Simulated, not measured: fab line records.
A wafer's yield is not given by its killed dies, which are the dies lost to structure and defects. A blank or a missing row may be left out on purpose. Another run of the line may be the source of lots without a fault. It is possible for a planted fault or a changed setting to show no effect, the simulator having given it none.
Chamber matching | flow n5-finfet | N5_BEOL_M4_DEP_57 on pecvd-03: 3 sister chambers
The step deposits SiCN from 3MS/NH3, target thk 8 nm, time 14 s. 3 wafers are shown with their chamber, then 7 later ones without.

## WAFERS WITH THEIR CHAMBER
wafer  | chamber | throttle-valve-pct (%)
L089.4 | 0       | 9.2
L095.1 | 1       | 9.7
L095.3 | 2       | 8.9

## WAFERS WITH NO CHAMBER GIVEN
wafer  | throttle-valve-pct (%)
L095.5 | 9.0
L097.2 | 9.4
L097.3 | 9.0
L097.4 | 8.8
L096.2 | 8.8
L096.4 | 9.7
L096.6 | 8.8

## THE CHAMBER EACH PASSED THROUGH
wafer  | from the rows above     | in truth
L095.5 | can't be placed: 2 or 0 | 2
L097.2 | can't be placed: 0 or 1 | 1
L097.3 | can't be placed: 2 or 0 | 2
L097.4 | 2                       | 2
L096.2 | 2                       | 2
L096.4 | 1                       | 1
L096.6 | 2                       | 2
4 of 7 placed correctly. Not placeable from these rows: 3 (in 3, the candidates include the true chamber). 0 placed wrongly.
How it was worked out, from the rows above alone: a wafer's distance from a chamber is the root of the sum, over the readings, of the square of ((its reading less the chamber's mean) divided by the reading's scatter). If the next closest chamber is less than 2 further off than the closest, the wafer can't be placed; otherwise it belongs to the closest. A chamber's mean is the mean of its shown wafers. The scatter: with one shown wafer a chamber, the root of the mean of the squares of how far each hidden wafer lies from its nearest shown one.
